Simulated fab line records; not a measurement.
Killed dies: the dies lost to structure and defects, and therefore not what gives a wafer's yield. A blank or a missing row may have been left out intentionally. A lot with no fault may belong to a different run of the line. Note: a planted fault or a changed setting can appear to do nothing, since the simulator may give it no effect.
fab line records + flow n5Finfet
record
- lots=10
- wafers=29
- lastDay=18
route steps=1938 shown BEOL_M1@801 BEOL_M15@1821 MIM_TOP@1834 MIM_TOP_ETCH@1852 PASSIVATION@1936
lots that met no fault: from a run of the same line without faults
startH: hours from the record's opening day to when the first of the lot's shown wafers began + waitH: hours elapsed since this lot's preceding step + " as in the row above + L1.1+2: a row that stands for several wafers + - either no value or no given start + * or withheld: withheld + < > ~ a bound
route shown NAME@n: a module of which the file shows steps, and the number in the route of the first + usual: mean/standard deviation of fault-free wafers + same: alike in all rows + chamber/n: place in a boat + sites: per-site readings + _std_site: how widely they spread, as a standard deviation + _edge_site: inner sites' mean taken away from outer sites' mean + radiusMm: for every site, how far away it sits from the centre of the wafer + mask NAME#n: copy n + behind: tool/chamber where the wafer was last shaped + hold: what put the lot on hold/how long, in hours/how the hold closed + device: transistor that didn't switch, given as n, p or np + end of line: at the end of the route, the tests of the same wafers + a step given without rows: its recipe and nothing more + killed: not the wafer's yield, but the dies lost to structure and defects at the first sort + map: a wafer's dies, x killed, . not, _ none there
set.NAME: the setting as run; set.NAME@STEP: as run at that earlier step + model.NAME: the simulator's own value behind a step, which no gauge read
the route's steps for a sample of lots (tables are steps, rows are wafers)
services: the hour from which a tool's chamber was out of use, counted from the record's first day as startH (under 0 if before that day), plus the number of hours and why
## steps
# step N5_BEOL_M1_ETCH_41
# recipe
- chemistry=CH3F/O2
- target=SiCN
- targetDepthA=319
- taperDeg=2
- timeS=57.8
- ionEnergyEv=120
- maskMaterial=TiN
- pressureMtorr=30
- sourceW=395
- biasW=75
- Ar_flow_sccm=150
- CH3F_flow_sccm=30
- O2_flow_sccm=20
# usual
- chamberPressureMTorr=29.999/0.026
- drypumpMotorCurrentA=5.8/0.5
- oesProductAu=0.81/0.095
- rfVppV=297.4/1.5
- showerheadPlenumPTorr=2.00/0.058
- throttleValvePct=16.2/0.31
| lot.wafer | tool       | chamber | startH | waitH | chamberPressureMTorr | drypumpMotorCurrentA | oesProductAu | rfHoursCounterH | rfVppV | showerheadPlenumPTorr | throttleValvePct |
|-----------|------------|---------|--------|-------|----------------------|----------------------|--------------|-----------------|--------|-----------------------|------------------|
| L522.2    | rieDiel-01 | 3       | 132.00 | -     | 30.029               | 5.4                  | 0.70         | 240             | 296.2  | 1.98                  | 16.4             |
| L522.5    | "          | 2       | "      | "     | 29.992               | 5.7                  | 0.88         | -               | 296.6  | 2.04                  | 16.1             |
| L522.6    | "          | 1       | "      | "     | 30.015               | 5.8                  | 0.95         | -               | 300.0  | 2.12                  | 15.7             |
| L521.1    | rieDiel-01 | 0       | 136.78 | -     | 30.018               | 6.4                  | 0.84         | 88              | 298.3  | 2.01                  | 16.0             |
| L521.2    | "          | 3       | "      | "     | 30.034               | 5.4                  | 0.70         | 242             | 297.5  | 1.98                  | 16.4             |
| L521.5    | "          | 3       | "      | "     | 30.008               | 5.4                  | 0.70         | -               | 297.3  | 1.98                  | 16.4             |
| L523.1    | rieDiel-03 | 2       | 144.02 | -     | 30.021               | 5.8                  | 0.75         | 134             | 298.9  | 2.01                  | 16.2             |
| L523.5    | "          | 0       | "      | "     | 29.978               | 4.9                  | 0.80         | -               | 297.6  | 2.01                  | 16.1             |
| L523.6    | "          | 3       | "      | "     | 30.003               | 6.7                  | 0.97         | -               | 298.2  | 2.06                  | 16.1             |
| L524.1    | rieDiel-02 | 3       | 147.18 | -     | 30.035               | 6.2                  | 0.70         | 210             | 293.6  | 1.91                  | 16.5             |
| L524.3    | "          | 0       | "      | "     | 29.974               | 5.6                  | 0.97         | 6               | 296.7  | 1.97                  | 16.1             |
| L524.6    | "          | 2       | "      | "     | 30.003               | 6.4                  | 0.67         | -               | 296.9  | 1.96                  | 16.7             |
| L527.2    | rieDiel-01 | 0       | 171.82 | -     | 29.998               | 6.5                  | 0.83         | 97              | 298.7  | 2.01                  | 16.0             |
| L527.4    | "          | 1       | "      | "     | 30.028               | 5.8                  | 0.92         | 28              | 299.8  | 2.12                  | 15.7             |
| L527.5    | "          | 2       | "      | "     | 30.061               | 5.7                  | 0.88         | -               | 298.6  | 2.04                  | 16.1             |
| L530.2    | rieDiel-03 | 2       | 192.75 | -     | 29.983               | 5.8                  | 0.74         | 144             | 298.8  | 2.01                  | 16.2             |
| L530.4    | "          | 1       | "      | "     | 29.997               | 6.0                  | 0.73         | 173             | 298.7  | 2.07                  | 16.7             |
| L530.6    | "          | 1       | "      | "     | 29.989               | 6.0                  | 0.72         | -               | 300.2  | 2.07                  | 16.7             |
| L532.3    | rieDiel-03 | 2       | 230.15 | -     | 29.987               | 5.8                  | 0.73         | 156             | 298.4  | 2.01                  | 16.2             |
| L532.4    | "          | 3       | "      | "     | 30.030               | 6.6                  | 0.89         | 36              | 298.0  | 2.05                  | 16.1             |
| L532.6    | "          | 2       | "      | "     | 30.022               | 5.8                  | 0.72         | -               | 296.9  | 2.01                  | 16.2             |
| L534.1    | rieDiel-03 | 0       | 234.97 | -     | 30.026               | 4.9                  | 0.77         | 155             | 296.1  | 2.00                  | 16.1             |
| L534.4    | "          | 1       | "      | "     | 30.024               | 6.0                  | 0.71         | 187             | 297.5  | 2.06                  | 16.7             |
| L534.6    | "          | 1       | "      | "     | 29.949               | 6.0                  | 0.71         | -               | 297.9  | 2.06                  | 16.8             |
| L539.1    | rieDiel-02 | 0       | 255.75 | -     | 29.983               | 5.6                  | 0.90         | 33              | 298.1  | 1.96                  | 16.1             |
| L539.5    | "          | 0       | "      | "     | 30.022               | 5.6                  | 0.90         | -               | 297.4  | 1.96                  | 16.1             |
| L541.2    | rieDiel-02 | 3       | 261.96 | -     | 30.001               | 6.2                  | 0.67         | 240             | 295.4  | 1.90                  | 16.5             |
| L541.3    | "          | 2       | "      | "     | 30.001               | 6.4                  | 0.92         | 21              | 297.1  | 1.95                  | 16.3             |
| L541.4    | "          | 3       | "      | "     | 30.053               | 6.2                  | 0.68         | -               | 294.4  | 1.90                  | 16.5             |
# step N5_BEOL_M15_SPUTTER_45
# recipe
- material=Cu
- targetThkA=1000
- tempC=-20
- biasV=60
- powerW=26000
- chamberPressurePa=0.13
- timeS=16.67
# usual
- susceptorTempC=-20.00/0.1
- throttleValvePct=30.5/1.2
| lot.wafer | tool          | chamber | startH | waitH | susceptorTempC | throttleValvePct |
|-----------|---------------|---------|--------|-------|----------------|------------------|
| L521.1    | pvdSputter-02 | -       | 284.45 | 0.0   | -19.96         | 29.3             |
| L521.2    | "             | -       | "      | "     | -19.81         | 29.5             |
| L521.5    | "             | -       | "      | "     | -20.04         | 29.5             |
| L523.1    | pvdSputter-03 | -       | 290.11 | 0.0   | -19.99         | 29.2             |
| L523.5    | "             | -       | "      | "     | -19.92         | 30.8             |
| L523.6    | "             | -       | "      | "     | -20.03         | 32.7             |
| L522.2    | pvdSputter-01 | -       | 301.46 | 0.0   | -19.96         | 31.1             |
| L522.5    | "             | -       | "      | "     | -20.10         | 31.1             |
| L522.6    | "             | -       | "      | "     | -19.87         | 31.3             |
| L524.1    | pvdSputter-01 | -       | 305.03 | 0.0   | -19.75         | 31.1             |
| L524.3    | "             | -       | "      | "     | -20.03         | 30.9             |
| L524.6    | "             | -       | "      | "     | -19.99         | 31.4             |
| L527.2    | pvdSputter-01 | -       | 307.67 | 0.0   | -20.07         | 31.2             |
| L527.4    | "             | -       | "      | "     | -19.98         | 31.1             |
| L527.5    | "             | -       | "      | "     | -19.98         | 30.0             |
| L530.2    | pvdSputter-03 | -       | 325.15 | 0.0   | -19.89         | 32.9             |
| L530.4    | "             | -       | "      | "     | -19.89         | 30.9             |
| L530.6    | "             | -       | "      | "     | -19.91         | 29.3             |
| L534.1    | pvdSputter-02 | -       | 356.30 | 0.0   | -20.08         | 28.8             |
| L534.4    | "             | -       | "      | "     | -19.96         | 28.6             |
| L534.6    | "             | -       | "      | "     | -19.97         | 28.8             |
| L532.3    | pvdSputter-03 | -       | 357.87 | 0.0   | -19.93         | 30.4             |
| L532.4    | "             | -       | "      | "     | -19.91         | 32.5             |
| L532.6    | "             | -       | "      | "     | -20.06         | 31.1             |
| L539.1    | pvdSputter-03 | -       | 407.20 | 0.0   | -20.03         | 32.9             |
| L539.5    | "             | -       | "      | "     | -19.93         | 29.4             |
| L541.2    | pvdSputter-02 | -       | 424.46 | 0.0   | -20.06         | 29.4             |
| L541.3    | "             | -       | "      | "     | -20.02         | 28.7             |
| L541.4    | "             | -       | "      | "     | -20.06         | 29.0             |
# step N5_MIM_TOP_ALD_00
# recipe
- material=Al2O3
- targetThkA=*
- tempC=withheld
- aldPrecursorFamily=TMA
- aldCoReactant=O3
- pulseTimeS=withheld
- purgeTimeS=3
- coReactantPurgeTimeS=withheld
- coReactantPulseTimeS=3
- aldCycles=withheld
# usual
- precursorPulseHeightRel=1.001/0.021
| lot.wafer | tool     | chamber | startH | waitH | precursorPulseHeightRel |
|-----------|----------|---------|--------|-------|-------------------------|
| L521.1    | aldHk-01 | 2       | 288.63 | 0.1   | 1.041                   |
| L521.2    | "        | 3       | "      | "     | 1.033                   |
| L521.5    | "        | 0       | "      | "     | 0.992                   |
| L523.1    | aldHk-03 | 2       | 293.15 | 0.1   | 1.033                   |
| L523.5    | "        | 2       | "      | "     | 0.965                   |
| L523.6    | "        | 3       | "      | "     | 1.043                   |
| L522.2    | aldHk-03 | 3       | 304.25 | 0.1   | 1.022                   |
| L522.5    | "        | 3       | "      | "     | 1.006                   |
| L522.6    | "        | 2       | "      | "     | 1.020                   |
| L524.1    | aldHk-03 | 1       | 308.81 | 0.1   | 0.980                   |
| L524.3    | "        | 3       | "      | "     | 0.981                   |
| L524.6    | "        | 1       | "      | "     | 0.997                   |
| L527.2    | aldHk-02 | 2       | 312.38 | 0.1   | 0.957                   |
| L527.4    | "        | 0       | "      | "     | 1.009                   |
| L527.5    | "        | 3       | "      | "     | 1.057                   |
| L530.2    | aldHk-01 | 1       | 328.72 | 0.1   | 0.961                   |
| L530.4    | "        | 0       | "      | "     | 1.023                   |
| L530.6    | "        | 2       | "      | "     | 0.991                   |
| L534.1    | aldHk-03 | 3       | 360.22 | 0.1   | 0.988                   |
| L534.4    | "        | 0       | "      | "     | 1.017                   |
| L534.6    | "        | 1       | "      | "     | 1.008                   |
| L532.3    | aldHk-01 | 3       | 360.56 | 0.1   | 1.018                   |
| L532.4    | "        | 0       | "      | "     | 1.003                   |
| L532.6    | "        | 1       | "      | "     | 1.000                   |
| L539.1    | aldHk-03 | 0       | 410.13 | 0.1   | 0.976                   |
| L539.5    | "        | 2       | "      | "     | 0.996                   |
| L541.2    | aldHk-02 | 2       | 428.02 | 0.1   | 1.020                   |
| L541.3    | "        | 3       | "      | "     | 1.011                   |
| L541.4    | "        | 1       | "      | "     | 1.026                   |
# step N5_MIM_TOP_ETCH_STRIP_01
# recipe
- chemistry=O2
- powerW=600
- tempC=60
- pressureMtorr=30
- rfFrequencyHz=6e+07
- biasPowerW=0
- overashFraction=0.5
- o2FlowSccm=225
# usual
- chamberPressureMTorr=30.00/0.073
- drypumpMotorCurrentA=5.8/0.47
- oesProductAu=0.81/0.081
- rfVppV=3.6/1.3
- showerheadPlenumPTorr=2.10/0.077
- throttleValvePct=16.58/0.24
# same
- overashFraction=0.5
| lot.wafer | tool       | chamber | startH | waitH | chamberPressureMTorr | drypumpMotorCurrentA | oesProductAu | rfHoursCounterH | rfVppV | showerheadPlenumPTorr | throttleValvePct |
|-----------|------------|---------|--------|-------|----------------------|----------------------|--------------|-----------------|--------|-----------------------|------------------|
| L521.1    | rieDiel-02 | 3       | 290.44 | 0.1   | 30.15                | 6.2                  | 0.66         | 248             | 5.3    | 1.98                  | 16.87            |
| L521.2    | "          | 0       | "      | "     | 30.01                | 5.6                  | 0.87         | 43              | 1.6    | 2.04                  | 16.50            |
| L521.5    | "          | 1       | "      | "     | 29.97                | 5.1                  | 0.69         | -               | 4.1    | 1.98                  | 17.09            |
| L523.1    | rieDiel-01 | 3       | 298.33 | 0.1   | 29.99                | 5.4                  | 0.88         | 32              | 3.0    | 2.07                  | 16.34            |
| L523.5    | "          | 3       | "      | "     | 30.08                | 5.4                  | 0.90         | -               | 4.3    | 2.06                  | 16.33            |
| L523.6    | "          | 1       | "      | "     | 30.02                | 5.8                  | 0.85         | -               | 5.8    | 2.22                  | 16.22            |
| L522.2    | rieDiel-02 | 1       | 307.63 | 0.2   | 30.08                | 5.2                  | 0.69         | 250             | 2.3    | 1.97                  | 17.05            |
| L522.5    | "          | 1       | "      | "     | 30.08                | 5.2                  | 0.70         | -               | 5.2    | 1.97                  | 17.04            |
| L522.6    | "          | 2       | "      | "     | 29.87                | 6.4                  | 0.90         | -               | 1.3    | 2.03                  | 16.60            |
| L524.1    | rieDiel-02 | 2       | 310.32 | 0.1   | 30.07                | 6.4                  | 0.87         | 37              | 2.7    | 2.03                  | 16.65            |
| L524.3    | "          | 1       | "      | "     | 30.07                | 5.2                  | 0.71         | 251             | 4.7    | 1.97                  | 17.07            |
| L524.6    | "          | 0       | "      | "     | 29.97                | 5.6                  | 0.88         | -               | 3.7    | 2.04                  | 16.50            |
| L527.2    | rieDiel-03 | 3       | 314.26 | 0.1   | 30.05                | 6.6                  | 0.83         | 65              | 2.7    | 2.12                  | 16.43            |
| L527.4    | "          | 0       | "      | "     | 29.96                | 4.9                  | 0.75         | 180             | 2.9    | 2.09                  | 16.50            |
| L527.5    | "          | 2       | "      | "     | 29.98                | 5.8                  | 0.71         | -               | 2.5    | 2.09                  | 16.64            |
| L530.2    | rieDiel-01 | 0       | 330.13 | 0.1   | 30.09                | 6.4                  | 0.76         | 151             | 3.3    | 2.08                  | 16.47            |
| L530.4    | "          | 0       | "      | "     | 29.97                | 6.4                  | 0.77         | -               | 1.9    | 2.09                  | 16.47            |
| L530.6    | "          | 1       | "      | "     | 29.90                | 5.8                  | 0.84         | -               | 4.9    | 2.22                  | 16.23            |
| L534.1    | rieDiel-02 | 2       | 361.50 | 0.1   | 30.03                | 6.4                  | 0.85         | 56              | 4.5    | 2.03                  | 16.68            |
| L534.4    | "          | 0       | "      | "     | 30.02                | 5.6                  | 0.85         | 68              | 3.7    | 2.03                  | 16.57            |
| L534.6    | "          | 2       | "      | "     | 30.18                | 6.4                  | 0.86         | -               | 2.8    | 2.03                  | 16.67            |
| L532.3    | rieDiel-03 | 0       | 363.73 | 0.1   | 29.91                | 4.9                  | 0.73         | 193             | 4.0    | 2.08                  | 16.53            |
| L532.4    | "          | 2       | "      | "     | 30.03                | 5.8                  | 0.69         | 199             | 3.4    | 2.08                  | 16.68            |
| L532.6    | "          | 1       | "      | "     | 29.92                | 6.0                  | 0.68         | -               | 4.4    | 2.14                  | 17.13            |
| L539.1    | rieDiel-02 | 1       | 412.50 | 0.3   | 29.98                | 5.2                  | 0.95         | 15              | 3.7    | 2.23                  | 16.57            |
| L539.5    | "          | 1       | "      | "     | 30.03                | 5.2                  | 0.95         | -               | 2.5    | 2.23                  | 16.59            |
| L541.2    | rieDiel-01 | 0       | 429.83 | 0.1   | 29.99                | 6.5                  | 0.74         | 180             | 2.2    | 2.08                  | 16.53            |
| L541.3    | "          | 2       | "      | "     | 30.05                | 5.7                  | 0.78         | 108             | 5.3    | 2.10                  | 16.58            |
| L541.4    | "          | 3       | "      | "     | 29.99                | 5.4                  | 0.82         | 73              | 2.5    | 2.05                  | 16.42            |
# step N5_PASSIVATION_PROBE_49
# usual
- defectLimitedYield=91.0/1.6
- killed_at_M0_to_M3=35/11
- killed_at_M4_up=14/5.3
- killedAtContacts=13/6.7
- killedAtFrontEnd=41/12
- killedAtOther=3.9/2.7
- killedDies=106/19
- killedOpen=70/14
- killedShort=35/8.8
- sort_bin_4_leakage=0.01/0.058
- sort_bin_5_function=5.3/1
- sort_bin_6_memory=3.3/0.81
- sortNPass=1073/19
- sortYieldPct=91.0/1.6
# same
- grossDies=1180
- killedAtBackSide=0
- sort_bin_8_speed[%]=0
| lot.wafer | tool      | chamber | startH | waitH | defectLimitedYield[%] | killed_at_M0_to_M3 | killed_at_M4_up | killedAtContacts | killedAtFrontEnd | killedAtOther | killedDies | killedOpen | killedShort | sort_bin_4_leakage[%] | sort_bin_5_function[%] | sort_bin_6_memory[%] | sortNPass | sortYieldPct[%] |
|-----------|-----------|---------|--------|-------|-----------------------|--------------------|-----------------|------------------|------------------|---------------|------------|------------|-------------|-----------------------|------------------------|----------------------|-----------|-----------------|
| L534.1    | prober-02 | -       | 370.64 | 0.0   | 81.2                  | 172                | 8               | 3                | 34               | 5             | 222        | 42         | 34          | 0                     | 11.5                   | 4.1                  | 958       | 81.2            |
| L534.4    | prober-02 | -       | 370.79 | 0.2   | 79.9                  | 163                | 14              | 18               | 37               | 5             | 237        | 78         | 32          | 0                     | 12.2                   | 4.4                  | 943       | 79.9            |
| L534.6    | prober-02 | -       | 370.89 | 0.3   | 79.2                  | 169                | 10              | 8                | 48               | 10            | 245        | 73         | 36          | 0                     | 11.6                   | 4.7                  | 935       | 79.2            |
| L532.3    | prober-01 | -       | 373.62 | 0.1   | 82.0                  | 163                | 10              | 2                | 30               | 7             | 212        | 42         | 31          | 0.68                  | 11.3                   | 3.4                  | 960       | 81.4            |
| L532.4    | prober-01 | -       | 373.67 | 0.2   | 82.2                  | 145                | 14              | 4                | 44               | 3             | 210        | 56         | 31          | 0                     | 10.7                   | 3.6                  | 970       | 82.2            |
| L532.6    | prober-01 | -       | 373.77 | 0.3   | 78.2                  | 183                | 15              | 10               | 42               | 7             | 257        | 70         | 37          | 0                     | 12.5                   | 6.4                  | 923       | 78.2            |
# killed by level:class
L534.1 BEOL_M1:unspecified=144 BEOL_M0_SAQP:geometricParticle:short=8 STI_FIN_REVEAL:geometricParticle:open=7 FIN_SAQP:geometricParticle:short=6 BEOL_M0_SAQP:geometricParticle:open=6 STI_FIN_REVEAL:geometricParticle:short=5 BEOL_M2:geometricParticle:open=5 BEOL_M3:geometricParticle:open=4
L534.4 BEOL_M1:unspecified=126 MOL_CONTACT_COAG:geometricParticle:open=14 STI_FIN_REVEAL:geometricParticle:open=10 BEOL_M2:geometricParticle:open=10 BEOL_M1:geometricParticle:open=9 FIN_SAQP:geometricParticle:short=8 FIN_SAQP:geometricParticle:open=7 BEOL_M4:geometricParticle:open=6
L534.6 BEOL_M1:unspecified=134 FIN_SAQP:geometricParticle:open=18 BEOL_M0_SAQP:geometricParticle:open=15 STI_FIN_REVEAL:geometricParticle:open=12 BEOL_M0_SAQP:geometricParticle:short=11 MOL_CONTACT_COAG:geometricParticle:open=7 FIN_SAQP:geometricParticle:short=5 MIM_BOT:geometricParticle:short=5
L532.3 BEOL_M1:unspecified=139 GATE_CUT:geometricParticle:short=6 BEOL_M3:geometricParticle:open=6 BEOL_M2:geometricParticle:open=6 STI_FIN_REVEAL:geometricParticle:open=5 BEOL_M4:geometricParticle:open=5 DUMMY_GATE:geometricParticle:open=4 BEOL_M2:geometricParticle:short=4
L532.4 BEOL_M1:unspecified=123 BEOL_M2:geometricParticle:open=9 BEOL_M4:geometricParticle:open=8 FIN_SAQP:geometricParticle:open=7 GATE_CUT:geometricParticle:short=7 FIN_SAQP:geometricParticle:short=5 STI_FIN_REVEAL:geometricParticle:open=5 BEOL_M1:geometricParticle:open=5
L532.6 BEOL_M1:unspecified=150 FIN_SAQP:geometricParticle:open=12 BEOL_M1:geometricParticle:open=10 FIN_SAQP:geometricParticle:short=9 BEOL_M4:geometricParticle:open=9 MOL_CONTACT_COAG:geometricParticle:open=8 BEOL_M2:geometricParticle:open=8 STI_FIN_REVEAL:geometricParticle:open=4
## services
| tool          | chamber | startH | hours | kind                        |
|---------------|---------|--------|-------|-----------------------------|
| aldHk-02      | -       | 127.87 | 8.7   | pm                          |
| rieDiel-02    | 2       | 152.47 | -     | clean                       |
| rieDiel-02    | 2       | 152.47 | -     | consumableReplace:focusRing |
| rieDiel-03    | 2       | 170.50 | 10.6  | repair                      |
| rieDiel-02    | -       | 186.52 | 0.8   | repair                      |
| pvdSputter-02 | -       | 189.66 | 6.6   | repair                      |
| rieDiel-01    | 3       | 216.72 | 5.4   | repair                      |
| aldHk-01      | -       | 221.08 | 0.4   | repair                      |
| rieDiel-02    | -       | 226.79 | 14.6  | pm                          |
| aldHk-01      | -       | 254.59 | 6.0   | pm                          |
| rieDiel-02    | 0       | 275.91 | 6.9   | repair                      |
| rieDiel-01    | 2       | 285.53 | 14.8  | repair                      |
| pvdSputter-03 | -       | 294.50 | 0.8   | repair                      |
| rieDiel-02    | 3       | 302.17 | -     | clean                       |
| rieDiel-02    | 3       | 302.17 | -     | consumableReplace:focusRing |
| pvdSputter-03 | -       | 376.74 | 2.5   | repair                      |
| pvdSputter-01 | -       | 396.40 | 1.4   | repair                      |
| rieDiel-01    | -       | 402.47 | 2.1   | repair                      |
| pvdSputter-02 | -       | 410.52 | 0.9   | repair                      |
| pvdSputter-02 | -       | 415.84 | 1.9   | repair                      |
| rieDiel-01    | 1       | 416.10 | 2.8   | repair                      |
| pvdSputter-01 | -       | 421.49 | 1.7   | repair                      |
| aldHk-02      | -       | 425.18 | 2.8   | pm                          |
| rieDiel-03    | 2       | 426.90 | 1.4   | repair                      |
## key
firstSign
- step=N5_PASSIVATION_PROBE_49
- reading=killed_at_M0_to_M3
- direction=up
- sigmas=12
- usual=35
- struck=166
effect
- step=N5_PASSIVATION_PROBE_49
- reading=defectLimitedYield
- direction=down
- sigmas=6.4
- usual=91.0
- struck=80.5
moreKillsBornAt
- N5_BEOL_M1_ETCH_41@rieDiel-03=816
metAt N5_BEOL_M1_ETCH_41
struckLots L532,L534
notActingAt N5_BEOL_M15_SPUTTER_45,N5_MIM_TOP_ALD_00,N5_MIM_TOP_ETCH_STRIP_01
onsetBetween 192.75 230.15
fault
- kind=chamberParticleSource
- tool=rieDiel-03
- chamber=-
- onsetH=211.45
- steps=N5_BEOL_M1_ETCH_41
- ratePerVisitCm2=1.409
- endH=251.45
